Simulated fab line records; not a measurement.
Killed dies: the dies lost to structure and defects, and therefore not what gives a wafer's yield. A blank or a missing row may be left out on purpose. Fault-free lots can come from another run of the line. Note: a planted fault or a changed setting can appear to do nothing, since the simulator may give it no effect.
Problem report in the 8D (eight disciplines) form, filled by code -- flow n5Finfet -- the parts of the form that need people (team, actions taken, sign-off) are left out

## 1. WHAT WENT WRONG
timeToEndpointS at N5_BEOL_M1_CMP_52 reads a mean of 118 s on 5 wafers of 3 lots; wafers without a fault read 63 s with a standard deviation of 5.1. That is +11 standard deviations from the usual mean.
The step: polishes, stops on SiOC, t overpolish 6.8 s, target thk 40 nm.
First seen on wafer L172.2, day 8 11:56, on cmp-01. Wafers with a number at this step in the record: 30, from 12 lots. The rule behind "out" and "out of limits": a value lying over 4 standard deviations away from the usual mean. The other wafers with a number count as sound.

## 2. WHAT IT IS AND WHAT IT IS NOT
question,is,is not
which readings at this step,timeToEndpointS,"clearingPlatenRpm, motorCurrentA"
which lots,"L172, L173, L174","L164, L166, L167, L168, L170, L179, L182, L186, L187"
which wafers of those lots,"L172.2, L172.4, L173.4, L174.2, L174.4",L173.3
read on which tools,cmp-01,"cmp-02, cmp-04"
when,from day 8 11:56,"up to then (14 sound wafers); but 11 sound wafers of L173, L179, L182, L186, L187 came after"

## 3. SUSPECTS, AND WHAT RULES EACH OUT
Counting: any tool at a process step up to the reading remains a suspect provided it ran every lot that is out. Sound lots after the first of them don't rule it out here, since some wafers of a struck lot are sound.
- ecdCu-02 at N5_BEOL_M1_ECD_50 (material Cu, target thk 300 nm): kept. Every lot that is out went through it, the first being L172 (day 8 11:34); the last sound lot it ran before that was L170 (day 7 19:47).
- cmp-01 at N5_BEOL_M1_CMP_52 (polishes, stops on SiOC, t overpolish 6.8 s, target thk 40 nm): kept. Every lot that is out went through it, the first being L172 (day 8 11:56); the last sound lot it ran before that was L170 (day 7 20:12). Its own readings are out on those wafers: timeToEndpointS.
Left after counting: ecdCu-02 at N5_BEOL_M1_ECD_50, cmp-01 at N5_BEOL_M1_CMP_52.

## 4. THE CAUSE (what the simulator had put in)
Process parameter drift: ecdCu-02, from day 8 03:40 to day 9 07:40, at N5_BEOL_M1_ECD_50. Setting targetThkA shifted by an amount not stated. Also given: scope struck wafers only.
Counting left 2 suspects, and this tool is among them.

## 5. SEQUENCE OF EFFECTS, ordered by route
Each row: a reading whose mean over the struck wafers that have a number lies more than 3 standard deviations from the usual. Readings are gone through only where the record gives a usual standard deviation; hours: the median, over the lots, of the time from a lot's start at the first step in this table giving one to that lot's start at this step; sigmas: the change measured in usual standard deviations.
hours,step,reading,usual,on struck wafers,change,sigmas
0,N5_BEOL_M1_CMP_52,timeToEndpointS,63 s,118,+55,+11
Here are the process steps it includes:
- N5_BEOL_M1_CMP_52: polishes, stops on SiOC, t overpolish 6.8 s, target thk 40 nm.
Later measuring or inspecting steps at which every struck wafer that the step has a row for has a number for every such reading, and none has moved that far: N5_BEOL_M4_RC_MEAS_101.

## 6. HOW IT WOULD HAVE BEEN CAUGHT EARLIER
In this record no reading fell out of limits until day 8 11:56, 8 hours after the fault had begun at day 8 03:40.
Lots out: 3; of these, L173, L174 started N5_BEOL_M1_ECD_50 on ecdCu-02 after day 8 11:56. A hold on the tool at that time would have spared those 2.
